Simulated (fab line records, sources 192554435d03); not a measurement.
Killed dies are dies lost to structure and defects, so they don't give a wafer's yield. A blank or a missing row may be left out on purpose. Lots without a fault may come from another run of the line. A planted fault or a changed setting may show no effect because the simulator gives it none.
Which tool did it? | flow n5_finfet | 13 lots, 38 wafers sampled, at 2 steps of a route of 1938

WHAT THE GAUGES READ, wafer by wafer
N5_PASSIVATION_CD_MEAS_10: target cd 3000 nm. Usual: cd_nm 3000.1 nm, standard deviation 2.1.
lot  | measured     | on        | cd_nm (nm)           | flag
L672 | day 11 16:32 | cd_sem-01 | 2998.4 3001.3 3001.4 |
L673 | day 12 10:20 | cd_sem-02 | 3000.7 2998.7 3000.1 |
L675 | day 12 12:37 | cd_sem-02 | 3001.6 3001.4 3003.2 |
L676 | day 13 01:38 | cd_sem-01 | 2997.9 2999.0 3000.0 |
L677 | day 13 05:32 | cd_sem-03 | 2997.3 2999.4 3000.1 |
L678 | day 13 15:19 | cd_sem-03 | 3001.3 3001.6 3001.3 |
L679 | day 13 15:03 | cd_sem-01 | 3002.1 3000.3 2997.5 |
L680 | day 13 15:05 | cd_sem-02 | 2996.8 2995.3 2998.7 |
L681 | day 14 04:10 | cd_sem-03 | 3000.3 3001.1 2999.9 |
L682 | day 14 19:54 | cd_sem-01 | 2997.2 3001.4 2999.3 |
L684 | day 14 21:49 | cd_sem-03 | 2999.4 2999.9 2995.9 |
L689 | day 16 11:46 | cd_sem-03 | 3000.2 2998.8        |
L694 | day 17 18:49 | cd_sem-03 | 2999.3 2997.6 3001.1 |

WHICH TOOL RAN EACH LOT (tool, then ch and the chambers of the sampled wafers, then the start)
lot  | N5_HKMG_FIN_CMP_23
L672 | cmp-03 ch 1,3, day 4 14:26
L673 | cmp-04 ch 1,2, day 4 20:37
L675 | cmp-04 ch 0,2,3, day 5 04:14
L676 | cmp-04 ch 0,1,3, day 5 13:13
L677 | cmp-02 ch 1,2,3, day 5 18:13
L678 | cmp-02 ch 0,1,3, day 6 00:43
L679 | cmp-04 ch 0,2, day 6 11:02
L680 | cmp-02 ch 1,2,3, day 6 18:03
L681 | cmp-03 ch 0,1,3, day 6 20:17
L682 | cmp-02 ch 2,3, day 7 09:43
L684 | cmp-04 ch 0,1,2, day 7 16:45
L689 | cmp-04 ch 1,3, day 8 20:24
L694 | cmp-04 ch 0,2, day 10 02:07
- N5_HKMG_FIN_CMP_23: polishes, stops on SiNx, t overpolish 10 s, target thk 46.326 nm.

WHAT THE TOOLS THEMSELVES READ (means of the sampled wafers that have a number; where no wafer has one, the mark that the record gives instead)
N5_HKMG_FIN_CMP_23. Usual: motor_current_A 12.0 A, standard deviation 0.82; overpolish_run_s 9.999 s, standard deviation 0.0087; slurry_flow_ml_min 150.1, standard deviation 0.46; time_to_endpoint_s 11.6 s, standard deviation 2.5.
lot  | tool   | motor_current_A (A) | overpolish_run_s (s) | slurry_flow_ml_min | time_to_endpoint_s (s) | flag
L672 | cmp-03 | 11.0                | 9.995                | 149.8              | 11.7                   |
L673 | cmp-04 | 11.7                | 9.992                | 149.8              | 9.3                    |
L675 | cmp-04 | 11.9                | 9.995                | 149.9              | 12.4                   |
L676 | cmp-04 | 11.8                | 10.001               | 150.0              | 11.6                   |
L677 | cmp-02 | 12.5                | 10.005               | 150.5              | 14.4                   |
L678 | cmp-02 | 12.3                | 10.003               | 150.1              | 13.1                   |
L679 | cmp-04 | 12.3                | 9.999                | 150.4              | 11.5                   |
L680 | cmp-02 | 12.8                | 9.998                | 150.2              | 12.4                   |
L681 | cmp-03 | 11.7                | 9.999                | 150.2              | 12.2                   |
L682 | cmp-02 | 12.8                | 10.008               | 150.3              | 14.1                   |
L684 | cmp-04 | 12.1                | 9.994                | 150.4              | 8.9                    |
L689 | cmp-04 | 11.1                | 10.009               | 149.8              | 9.4                    |
L694 | cmp-04 | 12.6                | 10.002               | 150.2              | 10.1                   |

THE ANSWER, worked out from the rows above alone
Rule: a lot is off if the mean of its wafers that have a number lies more than 3 standard deviations from the usual mean. A lot without any number at a reading at which 4 lots or more have one is off too. The other lots that the step has rows for count as sound. The gauges are gone through in route order, then the tools' own readings, and for those a lot's mean is taken as printed above. The first step at which some lot is off is used, and at that step the reading that is off furthest; a lot without a number counts as furthest.
No lot is off at any reading shown: from this, nothing can be told.

WHAT THE SIMULATOR HAD PUT IN
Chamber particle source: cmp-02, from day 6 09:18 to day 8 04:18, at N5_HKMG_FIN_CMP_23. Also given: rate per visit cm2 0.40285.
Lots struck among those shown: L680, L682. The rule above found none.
